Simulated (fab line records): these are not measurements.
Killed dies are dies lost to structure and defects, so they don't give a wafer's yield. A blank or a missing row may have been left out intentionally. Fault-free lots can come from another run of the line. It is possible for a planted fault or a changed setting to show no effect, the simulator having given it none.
Matching of chambers / flow n5 finfet / N5_BEOL_M4_ALD_98 on ald sin-02 has 4 sister chambers
The step deposits SiO2, target thk 2.5 nm, pulse time 1 s, co reactant pulse time 1 s. 14 wafers are shown with their chamber, then 7 later ones without.

WAFERS, EACH WITH ITS CHAMBER
wafer=L076.4; chamber=3; heater power w (W)=89; precursor pulse height rel=0.985
wafer=L076.5; chamber=3; heater power w (W)=88; precursor pulse height rel=0.977
wafer=L076.6; chamber=2; heater power w (W)=80; precursor pulse height rel=1.001
wafer=L082.2; chamber=3; heater power w (W)=85; precursor pulse height rel=1.002
wafer=L082.3; chamber=0; heater power w (W)=82; precursor pulse height rel=1.001
wafer=L082.6; chamber=3; heater power w (W)=89; precursor pulse height rel=0.982
wafer=L081.2; chamber=3; heater power w (W)=89; precursor pulse height rel=0.997
wafer=L081.4; chamber=1; heater power w (W)=59; precursor pulse height rel=1.028
wafer=L081.6; chamber=3; heater power w (W)=87; precursor pulse height rel=0.991
wafer=L083.1; chamber=0; heater power w (W)=81; precursor pulse height rel=0.970
wafer=L083.2; chamber=2; heater power w (W)=78; precursor pulse height rel=0.980
wafer=L083.6; chamber=3; heater power w (W)=88; precursor pulse height rel=0.990
wafer=L088.1; chamber=2; heater power w (W)=79; precursor pulse height rel=0.996
wafer=L088.2; chamber=1; heater power w (W)=60; precursor pulse height rel=0.972

SIGNATURES (means of the wafers above)
reading=heater power w; chamber 0=81.50; chamber 1=59.50; chamber 2=79.00; chamber 3=87.86; scatter within a chamber=1.26
reading=precursor pulse height rel; chamber 0=0.98550; chamber 1=1.00000; chamber 2=0.99233; chamber 3=0.98914; scatter within a chamber=0.0165
Rule: a wafer lies at a distance from a chamber equal to the root of the sum of squares, over the readings, of (its reading less the chamber's mean, divided by the reading's scatter). If the next closest chamber is less than 2 further off than the closest, the wafer can't be placed; otherwise it belongs to the closest. How the scatter is found: for the shown wafers, subtract from each reading the mean of its chamber, square and add these, divide the total by (wafers less chambers), then take the root.

WAFERS MISSING THEIR CHAMBER
wafer=L088.3; heater power w (W)=81; precursor pulse height rel=0.975
wafer=L087.3; heater power w (W)=87; precursor pulse height rel=1.021
wafer=L087.5; heater power w (W)=60; precursor pulse height rel=0.970
wafer=L087.6; heater power w (W)=79; precursor pulse height rel=0.999
wafer=L095.2; heater power w (W)=60; precursor pulse height rel=0.973
wafer=L095.3; heater power w (W)=81; precursor pulse height rel=1.015
wafer=L095.6; heater power w (W)=81; precursor pulse height rel=0.984

WHICH CHAMBER EACH ONE RAN IN
wafer=L088.3; from the rows above=can't be placed: 0 or 2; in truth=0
wafer=L087.3; from the rows above=3; in truth=3
wafer=L087.5; from the rows above=1; in truth=1
wafer=L087.6; from the rows above=can't be placed: 2 or 0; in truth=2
wafer=L095.2; from the rows above=1; in truth=1
wafer=L095.3; from the rows above=can't be placed: 0 or 2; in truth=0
wafer=L095.6; from the rows above=can't be placed: 0 or 2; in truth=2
Correct placement for 3 of the 7. Cannot be placed on the basis of these rows: 4; the candidates contain the true chamber in 4. 0 placed wrongly.
